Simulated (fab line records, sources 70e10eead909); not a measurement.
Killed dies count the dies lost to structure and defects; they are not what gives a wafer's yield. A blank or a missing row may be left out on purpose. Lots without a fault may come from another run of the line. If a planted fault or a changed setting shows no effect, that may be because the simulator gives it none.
Matching of chambers :: flow nand_harc :: NHARC_A_SGD_CUT_DEP_00 on pecvd-03 has 3 sister chambers
The step deposits SiNx, target thk 50 nm. 16 wafers are shown with their chamber, then 8 later ones without.

== EACH WAFER AND ITS CHAMBER ==
wafer: L074.1
chamber: 2
heater_power_w (W): 728
heater_power_outer_w (W): 394
rf_fwd_power_W (W): 446.2

wafer: L074.3
chamber: 1
heater_power_w (W): 656
heater_power_outer_w (W): 355
rf_fwd_power_W (W): 447.1

wafer: L074.4
chamber: 0
heater_power_w (W): 700
heater_power_outer_w (W): 350
rf_fwd_power_W (W): 447.9

wafer: L078.1
chamber: 2
heater_power_w (W): 694
heater_power_outer_w (W): 365
rf_fwd_power_W (W): 450.2

wafer: L078.4
chamber: 1
heater_power_w (W): 679
heater_power_outer_w (W): 375
rf_fwd_power_W (W): 446.9

wafer: L078.5
chamber: 2
heater_power_w (W): 708
heater_power_outer_w (W): 360
rf_fwd_power_W (W): 450.6

wafer: L080.4
chamber: 1
heater_power_w (W): 647
heater_power_outer_w (W): 354
rf_fwd_power_W (W): 449.0

wafer: L080.5
chamber: 2
heater_power_w (W): 708
heater_power_outer_w (W): 388
rf_fwd_power_W (W): 447.7

wafer: L080.6
chamber: 0
heater_power_w (W): 634
heater_power_outer_w (W): 315
rf_fwd_power_W (W): 450.8

wafer: L085.2
chamber: 1
heater_power_w (W): 624
heater_power_outer_w (W): 343
rf_fwd_power_W (W): 445.6

wafer: L085.3
chamber: 2
heater_power_w (W): 658
heater_power_outer_w (W): 341
rf_fwd_power_W (W): 448.7

wafer: L085.6
chamber: 2
heater_power_w (W): 677
heater_power_outer_w (W): 337
rf_fwd_power_W (W): 450.5

wafer: L087.2
chamber: 1
heater_power_w (W): 658
heater_power_outer_w (W): 374
rf_fwd_power_W (W): 447.2

wafer: L087.4
chamber: 2
heater_power_w (W): 739
heater_power_outer_w (W): 395
rf_fwd_power_W (W): 448.4

wafer: L087.5
chamber: 0
heater_power_w (W): 704
heater_power_outer_w (W): 360
rf_fwd_power_W (W): 447.0

wafer: L092.2
chamber: 2
heater_power_w (W): 702
heater_power_outer_w (W): 364
rf_fwd_power_W (W): 448.2

SIGNATURES (averages over the wafers above)
reading: heater_power_w
chamber 0: 679.33
chamber 1: 652.80
chamber 2: 701.75
scatter within a chamber: 26.9

reading: heater_power_outer_w
chamber 0: 341.67
chamber 1: 360.20
chamber 2: 368.00
scatter within a chamber: 20.5

reading: rf_fwd_power_W
chamber 0: 448.567
chamber 1: 447.160
chamber 2: 448.812
scatter within a chamber: 1.53
Rule: a wafer's distance from a chamber is the root of the sum, over the readings, of the square of ((its reading less the chamber's mean) divided by the reading's scatter). The wafer belongs to the nearest chamber; if the next one is less than 2 further off, it can't be placed. How the scatter is found: for the shown wafers, subtract from each reading the mean of its chamber, square and add these, divide the total by (wafers less chambers), then take the root.

== WAFERS WITHOUT THEIR CHAMBER ==
wafer: L092.5
heater_power_w (W): 775
heater_power_outer_w (W): 406
rf_fwd_power_W (W): 448.7

wafer: L092.6
heater_power_w (W): 680
heater_power_outer_w (W): 374
rf_fwd_power_W (W): 448.8

wafer: L091.4
heater_power_w (W): 752
heater_power_outer_w (W): 409
rf_fwd_power_W (W): 447.6

wafer: L091.5
heater_power_w (W): 602
heater_power_outer_w (W): 324
rf_fwd_power_W (W): 450.0

wafer: L091.6
heater_power_w (W): 742
heater_power_outer_w (W): 393
rf_fwd_power_W (W): 449.2

wafer: L094.2
heater_power_w (W): 651
heater_power_outer_w (W): 332
rf_fwd_power_W (W): 450.4

wafer: L094.3
heater_power_w (W): 764
heater_power_outer_w (W): 404
rf_fwd_power_W (W): 447.3

wafer: L094.4
heater_power_w (W): 710
heater_power_outer_w (W): 387
rf_fwd_power_W (W): 450.4

== WHICH CHAMBER EACH ONE RAN IN ==
wafer: L092.5
from the rows above: can't be placed: 2 or 0 or 1
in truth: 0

wafer: L092.6
from the rows above: can't be placed: 2 or 0 or 1
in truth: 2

wafer: L091.4
from the rows above: can't be placed: 2 or 0 or 1
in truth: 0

wafer: L091.5
from the rows above: can't be placed: 0 or 1 or 2
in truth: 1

wafer: L091.6
from the rows above: can't be placed: 2 or 0 or 1
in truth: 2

wafer: L094.2
from the rows above: can't be placed: 0 or 1 or 2
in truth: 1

wafer: L094.3
from the rows above: can't be placed: 2 or 0 or 1
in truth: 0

wafer: L094.4
from the rows above: can't be placed: 2 or 0 or 1
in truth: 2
0 of 8 placed correctly. These rows do not allow placing 8 (true chamber among the candidates in 8). Placed wrongly: 0.
